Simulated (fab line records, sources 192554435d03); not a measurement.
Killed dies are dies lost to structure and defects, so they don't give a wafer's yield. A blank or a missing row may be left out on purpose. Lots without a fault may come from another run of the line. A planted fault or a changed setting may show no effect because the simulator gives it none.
fab line records | flow n5_finfet
record lots=4 wafers=12 last_day=19
route steps=1938 shown SD_EPI_P@300 SD_ACTIVATION@330 BEOL_M4@1111 PASSIVATION@1936
lots that met no fault: from a run of the same line without faults
start_h: hours from the record's first day to the start of the lot's first wafer shown | wait_h: hours since the lot's step before | " the same as in the row above | L1.1+2: a row that stands for several wafers | - no value, or no start given | * or withheld: withheld | < > ~ a bound
route shown NAME@n: a module of which the file shows steps, and the number in the route of the first | usual: mean/standard deviation of fault-free wafers | same: alike in all rows | chamber/n: place in a boat | sites: the reading at each site | _std_site: their standard deviation | _edge_site: outer sites' mean less inner sites' | radius_mm: how far each site lies from the wafer's centre | mask NAME#n: copy n | behind: the tool/chamber that last shaped the wafer | hold: why the lot was held/for how many hours/how that ended | device: the transistor (n, p or np) that didn't switch | end of line: the same wafers' tests at the end of the route | a step without rows: its recipe alone | killed: dies lost to structure and defects at the first sort, not the wafer's yield | map: a wafer's dies, x killed, . not, _ none there
set.NAME: the setting as run; set.NAME@STEP: as run at that earlier step | model.NAME: the simulator's own value behind a step, which no gauge read
lots at some steps of the route; a table a step, a row a wafer
services: from which hour (start_h, from the record's first day; less than 0 if before it) a tool's chamber was out of use, for how many hours, and why
## steps
# step N5_SD_EPI_P_EXPOSE_06
# recipe mask_id=SD_P_BLK na=1.35 source_shape=conventional sigma_outer=0.8 polarization=unpolarized target_cd_nm=240 dose_mj=39.5
# step N5_SD_EPI_P_PEB_07
# recipe peb_temp_c=110 peb_time_s=60 resist=CAR-ArF-block
# step N5_SD_EPI_P_DEVELOP_08
# recipe develop_time_s=30 developer=TMAH resist=CAR-ArF-block dev_temp_c=23 rinse_liquid=diw dry=air_spin
# step N5_SD_EPI_P_DESCUM_14
# recipe chemistry=O2 time_s=7.9 source_power_w=50 bias_power_w=20 pressure_mtorr=20 rf_frequency_hz=2.712e+07 temp_c=40 resist=CAR-ArF-block o2_flow_sccm=225
# step N5_SD_EPI_P_ETCH_36
# recipe chemistry=CF4 target=SiARC target_depth_a=455 mask_material=CAR-ArF-block time_s=75.8 ion_energy_ev=80 pressure_mtorr=40 source_w=545 bias_w=36 Ar_flow_sccm=100 cf4_flow_sccm=100 ends=cleared
# step N5_SD_EPI_P_ETCH_37
# recipe chemistry=N2/H2 target=SOC overetch_a=1080 mask_material=SiARC temp_c=40 ion_energy_ev=100 source_w=3000 bias_w=133 pressure_mtorr=20 time_s=486 n2_flow_sccm=200 h2_flow_sccm=200 ends=end_point
# step N5_SD_EPI_P_STRIP_38
# recipe chemistry=N2/H2 temp_c=40 n2_flow_sccm=200 h2_flow_sccm=200 rf_frequency_hz=6e+07
# step N5_SD_EPI_P_ETCHBACK_46
# recipe chemistry=CH3F/O2 mode=anisotropic_etchback target=SiNx target_depth_a=175 stop_on=SiO2 over_etch_frac=0.3 ion_energy_ev=120 pressure_mtorr=30 source_w=395 bias_w=73 Ar_flow_sccm=150 CH3F_flow_sccm=30 O2_flow_sccm=20
# step N5_SD_EPI_P_ETCH_47
# recipe chemistry=CH3F/O2 target=SiOCN target_depth_a=250 mask_material=SOC ion_energy_ev=60 bias_w=29 pressure_mtorr=30 source_w=410 Ar_flow_sccm=150 CH3F_flow_sccm=30 O2_flow_sccm=20
# step N5_SD_EPI_P_ETCH_16
# recipe chemistry=CHF3/O2 target=SiO2 target_depth_a=50 mask_material=SOC pressure_mtorr=30 source_w=650 bias_w=170 Ar_flow_sccm=200 CHF3_flow_sccm=50 O2_flow_sccm=5 ion_energy_ev=200
# usual bias_w=170.0/0.52 chamber_pressure_mTorr=30.002/0.026 drypump_motor_current_A=5.6/0.32 oes_o_777_au=0.75/0.072 oes_product_au=0.74/0.07 rf_vpp_V=525/12 showerhead_plenum_p_Torr=2.39/0.073 throttle_valve_pct=18.93/0.19
# columns lot.wafer tool chamber start_h wait_h bias_w chamber_pressure_mTorr drypump_motor_current_A oes_o_777_au oes_product_au rf_hours_counter_h rf_vpp_V showerhead_plenum_p_Torr throttle_valve_pct
L173.2 rie_diel-04 0 113.56 0.1 170.1 29.972 5.7 1.03 1.01 1 508 2.38 18.58
L173.5 " 3 " " 169.5 30.008 5.6 0.71 0.69 - 514 2.36 18.97
L173.6 " 0 " " 169.4 30.004 5.7 1.03 1.01 - 507 2.38 18.59
L178.1 rie_diel-04 2 150.94 0.1 169.7 29.954 5.3 0.76 0.74 152 534 2.52 18.99
L178.4 " 1 " " 170.4 30.026 6.3 0.72 0.70 218 511 2.30 19.12
L178.6 " 3 " " 170.1 30.030 5.6 0.70 0.69 - 514 2.36 18.99
L179.1 rie_diel-04 3 152.51 0.1 170.0 29.980 5.7 0.70 0.69 227 511 2.36 18.99
L179.3 " 1 " " 169.5 29.998 6.3 0.72 0.71 218 511 2.30 19.12
L179.5 " 0 " " 170.3 30.001 5.8 1.00 0.98 - 507 2.38 18.60
L185.1 rie_diel-02 1 188.65 0.1 170.1 30.021 6.1 0.70 0.71 185 524 2.30 18.61
L185.3 " 2 " " 170.1 29.992 5.5 0.70 0.71 235 545 2.38 18.85
L185.4 " 0 " " 169.8 30.006 5.5 0.94 0.99 2 530 2.46 18.73
# step N5_SD_EPI_P_STRIP_50
# recipe chemistry=CHF3/O2 resist=SiARC rf_frequency_hz=6e+07
# step N5_SD_EPI_P_SD_RECESS_17
# recipe chemistry=HBr/Cl2/O2 target_depth_a=391 bt_time_s=3 pressure_mtorr=10 icp_w=800 bias_w=112 HBr_flow_sccm=150 Cl2_flow_sccm=80 O2_flow_sccm=12
# step N5_SD_EPI_P_WET_ETCH_45
# recipe chemistry=dHF dilution=withheld time_s=10.7 target=SiO2 target_depth_a=20 temp_c=25 dry=ipa_marangoni rinse_time_s=30 rinse_temp_c=23
# step N5_SD_EPI_P_STRIP_40
# recipe chemistry=N2/H2 power_w=1000 temp_c=250 h2_frac=0.65 overash_fraction=0.3 pressure_mtorr=withheld n2_flow_sccm=1750 h2_flow_sccm=3250
# step N5_SD_EPI_P_PRECLEAN_52
# recipe chemistry=O3/DIW time_s=60 temp_c=22 o3_ppm=10
# step N5_SD_EPI_P_SRD_20
# recipe dry=ipa_marangoni do_ppb=5 time_s=30 temp_c=23 rinse_liquid=diw
# step N5_SD_EPI_P_PRECLEAN_51
# recipe chemistry=NF3:NH3 afs_cycles=1 temp_c=30 time_s=20 sublimation_temp_c=180 sublimation_time_s=60 pressure_torr=3 rf_power_w=30
# step N5_SD_EPI_P_VAPOR_ETCH_44
# recipe chemistry=NF3/Ar target=SiGe30 temp_c=25 time_s=3.3 mode=isotropic
# step N5_SD_EPI_P_EPI_21
# recipe material=SiGe:B dopant=B temp_c=550 pressure_torr=20 ambient=H2 time_s=355
# step N5_SD_EPI_P_HM_STRIP_48
# recipe chemistry=H3PO4 temp_c=160 material=SiNx target=SiNx target_depth_a=30 overetch_fraction=0.3
# step N5_SD_EPI_P_SRD_49
# recipe dry=ipa_marangoni time_s=30 temp_c=23 rinse_liquid=diw
# step N5_SD_EPI_P_PRECLEAN_24
# recipe chemistry=O3/DIW time_s=45 temp_c=22 o3_ppm=10
# step N5_SD_EPI_P_PRECLEAN_32
# recipe chemistry=dHF time_s=10 dilution=500:1 temp_c=25
# step N5_SD_EPI_P_PRECLEAN_33
# recipe chemistry=SC2 time_s=45 temp_c=35 mix=1:1:50
# step N5_SD_EPI_P_SRD_25
# recipe time_s=30 temp_c=23 rinse_liquid=diw dry=ipa_marangoni
# step N5_SD_EPI_P_INSPECT_26
# recipe inspect_instrument=darkfield mode=post_epi
# usual raw_defect_count=174/33
# columns lot.wafer tool chamber start_h wait_h raw_defect_count
L173.2 defect_inspect-02 - 116.67 0.0 134
L173.5 " - " " 150
L173.6 " - " " 162
L178.1 defect_inspect-02 - 154.88 0.0 170
L178.4 " - " " 1429
L178.6 " - " " 112
L179.1 defect_inspect-02 - 155.63 0.0 220
L179.3 " - " " 1450
L179.5 " - " " 164
L185.1 defect_inspect-01 - 192.59 0.0 211
L185.3 " - " " 151
L185.4 " - " " 223
# step N5_SD_ACTIVATION_RTA_00
# recipe temp_c=975 time_s=0 ambient=N2 idle_temp_c=600 ramp_up_c_per_s=150 ramp_down_c_per_s=60 cool_to_c=600
# step N5_BEOL_M4_RC_MEAS_101
# usual DIBL_N=36.0/1.7 DIBL_P=36.2/1.9 IOFF_N=0.154/0.028 IOFF_P=0.21/0.036 ION_N=675/11 ION_P=463/8.3 SS_N=71.4/0.63 SS_P=73.2/0.55 VT_N=250.2/3 VT_P=-251/3.7
# columns lot.wafer tool chamber start_h wait_h DIBL_N[mV/V] DIBL_P[mV/V] IOFF_N[nA/um] IOFF_P[nA/um] ION_N[uA/um] ION_P[uA/um] SS_N[mV/dec] SS_P[mV/dec] VT_N[mV] VT_P[mV]
L173.2 prober-02 0 291.79 0.2 35.3 35.3 0.135 0.18 684 463 71.5 72.8 250.7 -253
L173.5 " 0 " " 35.4 34.7 0.123 0.17 668 454 71.5 73.1 254.9 -255
L173.6 " 0 " " 35.9 35.5 0.142 0.18 681 466 71.5 73.2 251.5 -254
L178.1 prober-02 0 309.89 0.0 38.5 38.5 0.199 0.30 691 477 71.6 74.1 245.0 -244
L178.4 " 0 " " 38.5 38.3 0.193 0.28 682 476 72.0 73.6 244.9 -244
L178.6 " 0 " " 36.8 36.4 0.144 0.25 672 472 70.6 73.4 249.5 -246
L179.1 prober-01 0 315.85 0.0 35.0 34.9 0.141 0.18 681 463 70.7 73.4 251.4 -255
L179.3 " 0 " " 33.4 31.6 0.113 0.13 654 447 70.8 72.5 255.1 -259
L179.5 " 0 " " 34.1 33.8 0.128 0.16 668 450 71.2 73.2 254.9 -257
L185.1 prober-01 0 344.15 0.0 37.2 37.7 0.191 0.28 681 471 71.9 73.7 248.2 -247
L185.3 " 0 " " 38.5 38.3 0.218 0.29 704 482 72.1 74.1 243.7 -244
L185.4 " 0 " " 39.2 38.9 0.211 0.30 682 473 72.8 72.8 246.9 -244
# step N5_PASSIVATION_PROBE_49
# usual defect_limited_yield=90.9/1.4 killed_at_M0_to_M3=38/11 killed_at_M4_up=13/5.9 killed_at_contacts=14/6.4 killed_at_front_end=38/11 killed_at_other=3.3/2.5 killed_dies=107/16 killed_on_rim=14/3.6 killed_open=70/12 killed_short=35/7.7 sort_bin_5_function=5.3/0.94 sort_bin_6_memory=3.5/0.7 sort_n_pass=1073/16 sort_yield_pct=90.9/1.4
# same gross_dies=1180 killed_at_back_side=0 sort_bin_4_leakage[%]=0 sort_bin_8_speed[%]=0
# columns lot.wafer tool chamber start_h wait_h defect_limited_yield[%] killed_at_M0_to_M3 killed_at_M4_up killed_at_contacts killed_at_front_end killed_at_other killed_dies killed_on_rim killed_open killed_short sort_bin_5_function[%] sort_bin_6_memory[%] sort_n_pass sort_yield_pct[%]
L178.4 prober-01 - 417.50 0.2 79.8 62 15 10 145 6 238 30 81 37 11.4 4.3 942 79.8
L179.3 prober-02 - 424.51 0.1 78.0 69 18 35 137 1 260 39 101 43 13.1 4.9 920 78.0
# killed by level:class
L178.4 SD_EPI_P:unspecified=119 BEOL_M0_SAQP:geometric_particle:open=16 BEOL_M3:geometric_particle:open=11 MOL_CONTACT_COAG:geometric_particle:open=9 BEOL_M1:geometric_particle:open=9 BEOL_M2:geometric_particle:open=7 BEOL_M0_SAQP:geometric_particle:short=6 BEOL_M3:geometric_particle:short=6
L179.3 SD_EPI_P:unspecified=116 MOL_CONTACT_COAG:geometric_particle:open=28 BEOL_M3:geometric_particle:open=23 BEOL_M0_SAQP:geometric_particle:open=14 STI_FIN_REVEAL:geometric_particle:open=8 BEOL_M0_SAQP:geometric_particle:short=8 MOL_CONTACT_COAG:geometric_particle:short=7 BEOL_M2:geometric_particle:open=7
# map L178.4 (x killed, . not)
_________________...x..x.....________________
______________.............x...._____________
___________x..............x..x.....__________
__________....x.x..................x_________
________xx.................x.........._______
_______xx.x........x....x............x.______
______xxx..............x......x.x......._____
_____xxxxxxx.x.....x.....................____
____xxxxxxxxxxxx.x...x............xx...x..___
___xxxxxxxxxxx.....x..x....................__
___xxxxxxxxxxx.......x..............x......__
__xxxxxxxxxxxx...x...............x.........._
__xxxxxxxxxxxx.x......x....................._
_xxxxxxxxxxxxxx...................x..........
_xxxxxxxxxxxx.x...xx..x..................x...
_xxxxxxxxxx...x.x.........xx.....x...........
_x..xxxxxxxx.x.x...x...................x.....
_x..xxx.x..x......xx....................x.x..
_.......x..x........x...x....x..........x....
_.x..............x.......x...x...............
_..x..x..x...........x.......................
__...........x...x..x.....x.xx...x.........._
__....................x..........x....xx...._
___.x...x.....x..........x.....x.x..x......__
___.................xx.............x.......__
____...xxx..........x........x.x.........x___
_____..x..................x..............____
______......x.....x.x.x..x.x..xx.x......_____
_______..x......................x......______
________......x..x...................._______
__________..x.............xx........_________
___________..........x.............__________
______________......x........x.._____________
_________________x...........________________
# map L179.3 (x killed, . not)
_________________.x.......xxx________________
______________.x.......x........_____________
___________xx.........x............__________
__________x..x.x....x....x......x..._________
________....x...x.......x.x........x.x_______
_______xxx...x..x...xx........x........______
______xxxxx.......x.x..............x..x._____
_____xxxxxx...x...x.............x.....x..____
____xxxxxxx.xx...x.....x.x.x...xx.....x...___
___xxxxxxxxxxx.x.......x.x....x............__
___xxxxxxxxxxx................x...........x__
__xxxxxxxxxxxx............x........x.x......_
__xxxxxxxxxxxxx.........x....x.............x_
_xxxxxxxxxxxx...x..x.............x......x....
_xxxxxxxxxxxxxx....x..x....xx..........xx.xx.
_.xxxxxxxxxxx.........x...............xx..x..
_.xxxxxxxxx...x........xx.x...x..............
_xxxx.x.x.........................x.x........
_...xxx......x.x..x.......x........x.....x.xx
_........x.......x................x..........
_....xx....................x.................
__.....x.........x.....x..................xx_
__........x.......x........x....x..........._
___..............x...xx....xx..........x...__
___....x......................x.x..........__
____.......x...........x..x...x...........___
_____.x......x....x..x...x...x....x......____
______..............x..................._____
_______..............x.................______
________x................x.x.........._______
__________.x...x..............x..x.._________
___________.x...x.......x.x...x....__________
______________x................._____________
_________________..........x.________________
## services
# columns tool chamber start_h hours kind
rie_diel-04 - 116.06 28.1 pm
rie_diel-02 1 154.13 5.4 repair
rie_diel-02 0 165.92 - clean
rie_diel-02 0 165.92 - consumable_replace:focus_ring
rie_diel-02 0 165.92 16.7 scheduled_down
rie_diel-02 0 165.92 16.7 vent_cycle
rie_diel-04 3 167.41 8.7 repair
rie_diel-02 - 179.40 1.0 repair
## key
first_sign step=N5_SD_EPI_P_INSPECT_26 reading=raw_defect_count direction=up sigmas=38 usual=174 struck=1440
effect step=N5_PASSIVATION_PROBE_49 reading=killed_at_front_end direction=up sigmas=9.6 usual=38 struck=141
more_kills_born_at N5_SD_EPI_P_ETCH_16@rie_diel-04=235
met_at N5_SD_EPI_P_ETCH_16
struck_wafers L178.4,L179.3
fault kind=chamber_particle_source tool=rie_diel-04 chamber=1 onset_h=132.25 steps=N5_SD_EPI_P_ETCH_16 rate_per_visit_cm2=1.9813 end_h=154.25
